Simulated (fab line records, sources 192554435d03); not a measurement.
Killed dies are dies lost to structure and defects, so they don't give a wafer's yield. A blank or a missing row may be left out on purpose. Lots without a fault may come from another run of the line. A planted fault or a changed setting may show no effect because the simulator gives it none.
Chamber matching | flow n5_finfet | N5_BEOL_M13_ETCH_68 on rie_diel-03: 4 sister chambers
The step etches SOC in N2/H2, time 355 s. 20 wafers are shown with their chamber, then 10 later ones without.

WAFERS WITH THEIR CHAMBER
wafer  | chamber | drypump_motor_current_A (A) | showerhead_plenum_p_Torr (Torr) | throttle_valve_pct (%)
L077.3 | 1       | 5.0                         | 2.70                            | 17.59
L077.5 | 2       | 5.3                         | 2.46                            | 17.76
L077.6 | 3       | 6.5                         | 2.39                            | 17.80
L081.1 | 2       | 5.3                         | 2.46                            | 17.78
L081.3 | 1       | 5.0                         | 2.70                            | 17.60
L081.6 | 2       | 5.3                         | 2.46                            | 17.78
L083.1 | 3       | 6.5                         | 2.71                            | 17.33
L083.4 | 2       | 5.3                         | 2.46                            | 17.80
L083.5 | 0       | 5.9                         | 2.63                            | 17.70
L084.2 | 1       | 5.1                         | 2.69                            | 17.63
L084.3 | 2       | 5.3                         | 2.46                            | 17.81
L084.6 | 1       | 5.0                         | 2.69                            | 17.60
L089.1 | 1       | 5.0                         | 2.69                            | 17.63
L089.2 | 3       | 6.5                         | 2.71                            | 17.34
L089.3 | 0       | 6.0                         | 2.62                            | 17.71
L088.1 | 1       | 5.0                         | 2.69                            | 17.64
L088.5 | 2       | 5.3                         | 2.45                            | 17.82
L088.6 | 3       | 6.5                         | 2.70                            | 17.35
L090.1 | 3       | 6.5                         | 2.70                            | 17.36
L090.3 | 2       | 5.3                         | 2.45                            | 17.82

SIGNATURES (means of the wafers above)
reading                  | chamber 0 | chamber 1 | chamber 2 | chamber 3 | scatter within a chamber
drypump_motor_current_A  | 5.950     | 5.017     | 5.300     | 6.500     | 0.0289
showerhead_plenum_p_Torr | 2.6250    | 2.6933    | 2.4571    | 2.6420    | 0.0706
throttle_valve_pct       | 17.7050   | 17.6150   | 17.7957   | 17.4360   | 0.104
Rule: a wafer's distance from a chamber is the root of the sum, over the readings, of the square of ((its reading less the chamber's mean) divided by the reading's scatter). The wafer belongs to the nearest chamber; if the next one is less than 2 further off, it can't be placed. The scatter: the root of (the sum of the squares of (reading less its chamber's mean) over the shown wafers, divided by (wafers less chambers)).

WAFERS WITHOUT THEIR CHAMBER
wafer  | drypump_motor_current_A (A) | showerhead_plenum_p_Torr (Torr) | throttle_valve_pct (%)
L090.5 | 5.2                         | 2.45                            | 17.81
L091.2 | 5.3                         | 2.45                            | 17.83
L091.5 | 6.5                         | 2.70                            | 17.35
L091.6 | 5.3                         | 2.45                            | 17.83
L095.2 | 5.9                         | 2.62                            | 17.75
L095.5 | 5.2                         | 2.45                            | 17.84
L095.6 | 5.0                         | 2.69                            | 17.64
L097.2 | 6.0                         | 2.62                            | 17.75
L097.4 | 6.5                         | 2.70                            | 17.39
L097.6 | 6.5                         | 2.70                            | 17.37

WHICH CHAMBER EACH WENT THROUGH
wafer  | from the rows above | in truth
L090.5 | 2                   | 2
L091.2 | 2                   | 2
L091.5 | 3                   | 3
L091.6 | 2                   | 2
L095.2 | 0                   | 0
L095.5 | 2                   | 2
L095.6 | 1                   | 1
L097.2 | 0                   | 0
L097.4 | 3                   | 3
L097.6 | 3                   | 3
Placed correctly: 10 of 10. Can't be placed from these rows: 0. Placed wrongly: 0.
